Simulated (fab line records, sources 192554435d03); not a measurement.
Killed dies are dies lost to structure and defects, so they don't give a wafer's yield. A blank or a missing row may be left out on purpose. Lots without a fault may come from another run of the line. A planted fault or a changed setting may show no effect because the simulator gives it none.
One fault seen from 3 desks | flow n5_finfet | each desk has only its own numbers; what lay behind them comes last

THE METROLOGY DESK
What the gauges read, lot by lot, whatever tool the lot ran on: means of the sampled wafers that have a number. A lot is out of limits, marked OUT, if its mean lies more than 4 standard deviations from the usual mean; the brackets give that distance. Of its 12 readings 7 are shown: those that lie furthest out on some lot.
Columns: A = NWFM_OVL at N5_HKMG_FIN_OVL_MEAS_13, usual -0.2 nm; B = IOFF_N at N5_BEOL_M4_RC_MEAS_101, usual 0.148 nA/um; C = IOFF_P at N5_BEOL_M4_RC_MEAS_101, usual 0.20 nA/um; D = ION_N at N5_BEOL_M4_RC_MEAS_101, usual 672 uA/um; E = ION_P at N5_BEOL_M4_RC_MEAS_101, usual 462 uA/um; F = SS_N at N5_BEOL_M4_RC_MEAS_101, usual 71.2 mV/dec; G = VT_N at N5_BEOL_M4_RC_MEAS_101, usual 251 mV
lot  | first seen here | A    | B     | C    | D   | E   | F    | G
L123 | day 6 05:08     | 0.2  | 0.127 | 0.20 | 670 | 467 | 70.8 | 253
L128 | day 7 11:22     | 0.7  | 0.178 | 0.25 | 672 | 464 | 72.4 | 250
L131 | day 8 03:26     | 0.4  | 0.153 | 0.19 | 677 | 463 | 71.4 | 252
L132 | day 8 08:30     | -0.6 | 0.132 | 0.16 | 656 | 444 | 71.7 | 257
L137 | day 9 16:34     | 0.6  | 0.137 | 0.19 | 681 | 465 | 70.9 | 252
L138 | day 9 20:35     | -0.5 | 0.185 | 0.24 | 694 | 475 | 71.0 | 248
This desk's finding: nothing out of limits on any of the 6 lots.

THE DEFECT DESK
What the inspections along the route counted, lot by lot: means of the sampled wafers that have a number. A lot is out of limits, marked OUT, if its mean lies more than 4 standard deviations from the usual mean; the brackets give that distance.
Columns: A = raw_defect_count at N5_HKMG_FIN_INSPECT_14, usual 2.2
lot  | first seen here | A
L123 | day 6 05:11     | 3.0
L128 | day 7 11:25     | 3.3
L131 | day 8 03:30     | 1.0
L132 | day 8 08:33     | 2.3
L137 | day 9 16:38     | 2.0
L138 | day 9 20:38     | 2.3
This desk's finding: nothing out of limits on any of the 6 lots.

THE TOOL OWNER'S DESK: rie_diel-06
The tool's own readings at N5_HKMG_FIN_ETCH_32 (etches SOC in N2/H2, target depth 240 nm, time 300 s): means of the sampled wafers that have a number, for each lot that ran on this tool. A lot is out of limits, marked OUT, if its mean lies more than 4 standard deviations from the usual mean; the brackets give that distance.
Columns: A = drypump_motor_current_A at N5_HKMG_FIN_ETCH_32, usual 5.6 A; B = oes_product_au at N5_HKMG_FIN_ETCH_32, usual 0.78 a.u.; C = rf_fwd_power_W at N5_HKMG_FIN_ETCH_32, usual 838.2 W; D = rf_vpp_V at N5_HKMG_FIN_ETCH_32, usual 523.4 V; E = showerhead_plenum_p_Torr at N5_HKMG_FIN_ETCH_32, usual 2.52 Torr; F = temp_c at N5_HKMG_FIN_ETCH_32, usual 39.99 C; G = throttle_valve_pct at N5_HKMG_FIN_ETCH_32, usual 17.80 %
lot  | first seen here | A   | B    | C                | D               | E    | F     | G
L128 | day 7 11:32     | 5.7 | 0.69 | 836.9            | 522.3           | 2.48 | 40.02 | 17.89
L131 | day 8 03:55     | 5.7 | 0.82 | 1039.7 (+78) OUT | 488.0 (-17) OUT | 2.52 | 39.96 | 17.74
L132 | day 8 08:41     | 5.2 | 0.81 | 1039.0 (+77) OUT | 488.0 (-17) OUT | 2.59 | 39.98 | 17.85
This desk's finding: out of limits on L131, L132; first on L131, day 8 03:55 (rf_fwd_power_W at N5_HKMG_FIN_ETCH_32). In limits: L128.

PUT TOGETHER
The tool owner's desk could have raised an alarm at day 8 03:55, on L131, L132.
The metrology desk saw nothing out of limits.
The defect desk saw nothing out of limits.
The metrology desk has L131, L132 on record, within its limits.
The defect desk has L131, L132 on record, within its limits.
Of the lots named, all ran N5_HKMG_FIN_ETCH_32 on rie_diel-06.

WHAT THE SIMULATOR HAD PUT IN
Process parameter drift: rie_diel-06, from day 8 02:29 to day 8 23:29, at N5_HKMG_FIN_ETCH_32. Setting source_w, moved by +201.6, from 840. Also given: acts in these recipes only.
Lots struck among those shown: L131, L132.
Hours from the fault's start to each desk's first reading out of limits: the tool owner's desk, 1.
